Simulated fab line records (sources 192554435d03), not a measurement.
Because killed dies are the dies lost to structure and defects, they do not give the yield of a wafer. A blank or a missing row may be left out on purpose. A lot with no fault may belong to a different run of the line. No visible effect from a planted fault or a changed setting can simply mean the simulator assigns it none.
Matching of chambers + flow n5Finfet + pecvd-04 running N5_BEOL_M6_ILD_DEP_00: 3 sister chambers
The step deposits SiCOH lowk from DEMS/porogen, target thk 179.75 nm, time 33.4 s. 16 wafers are shown with their chamber, then 8 later ones without.

== WAFERS WITH THEIR CHAMBER ==
| wafer  | chamber | throttleValvePct (%) | showerheadPlenumPTorr (Torr) | heaterPowerW (W) |
|--------|---------|----------------------|------------------------------|------------------|
| L077.4 | 0       | 14.0                 | 5.717                        | 376              |
| L077.5 | 1       | 15.6                 | 5.759                        | 453              |
| L077.6 | 2       | 14.0                 | 5.756                        | 331              |
| L085.1 | 1       | 15.7                 | 5.767                        | 396              |
| L085.4 | 1       | 15.7                 | 5.756                        | 391              |
| L085.6 | 0       | 14.0                 | 5.730                        | 343              |
| L086.2 | 1       | 15.6                 | 5.741                        | 372              |
| L086.4 | 0       | 13.9                 | 5.734                        | 363              |
| L086.5 | 1       | 15.5                 | 5.764                        | 379              |
| L076.3 | 2       | 14.1                 | 5.789                        | 337              |
| L076.4 | 2       | 14.1                 | 5.765                        | 262              |
| L076.6 | 1       | 15.8                 | 5.746                        | 439              |
| L090.2 | 1       | 15.7                 | 5.760                        | 367              |
| L090.4 | 2       | 14.0                 | 5.758                        | 302              |
| L090.6 | 1       | 15.6                 | 5.755                        | 375              |
| L088.2 | 0       | 13.9                 | 5.726                        | 411              |

SIGNATURES (means of the wafers above)
| reading               | chamber 0 | chamber 1 | chamber 2 | scatter within a chamber |
|-----------------------|-----------|-----------|-----------|--------------------------|
| throttleValvePct      | 13.950    | 15.650    | 14.050    | 0.0784                   |
| showerheadPlenumPTorr | 5.72675   | 5.75600   | 5.76700   | 0.0103                   |
| heaterPowerW          | 373.25    | 396.50    | 308.00    | 31.9                     |
Rule: for a wafer and a chamber, the distance is found by dividing, reading by reading, the gap between the wafer's reading and the chamber's mean by the reading's scatter, squaring, summing and taking the root. If the next closest chamber is less than 2 further off than the closest, the wafer can't be placed; otherwise it belongs to the closest. How the scatter is found: for the shown wafers, subtract from each reading the mean of its chamber, square and add these, divide the total by (wafers less chambers), then take the root.

== WAFERS MISSING THEIR CHAMBER ==
| wafer  | throttleValvePct (%) | showerheadPlenumPTorr (Torr) | heaterPowerW (W) |
|--------|----------------------|------------------------------|------------------|
| L088.3 | 15.7                 | 5.765                        | 392              |
| L088.6 | 15.6                 | 5.749                        | 390              |
| L094.1 | 15.7                 | 5.752                        | 435              |
| L094.3 | 15.6                 | 5.754                        | 451              |
| L094.4 | 14.1                 | 5.724                        | 394              |
| L097.1 | 13.6                 | 5.744                        | 362              |
| L097.5 | 13.8                 | 5.752                        | 279              |
| L097.6 | 15.4                 | 5.756                        | 402              |

== WHICH CHAMBER EACH WENT THROUGH ==
| wafer  | from the rows above     | in truth |
|--------|-------------------------|----------|
| L088.3 | 1                       | 1        |
| L088.6 | 1                       | 1        |
| L094.1 | 1                       | 1        |
| L094.3 | 1                       | 1        |
| L094.4 | 0                       | 0        |
| L097.1 | can't be placed: 0 or 2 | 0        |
| L097.5 | can't be placed: 2 or 0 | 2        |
| L097.6 | 1                       | 1        |
Correct placement for 6 of the 8. Not placeable from these rows: 2 (in 2, the candidates include the true chamber). Wrongly placed: 0.
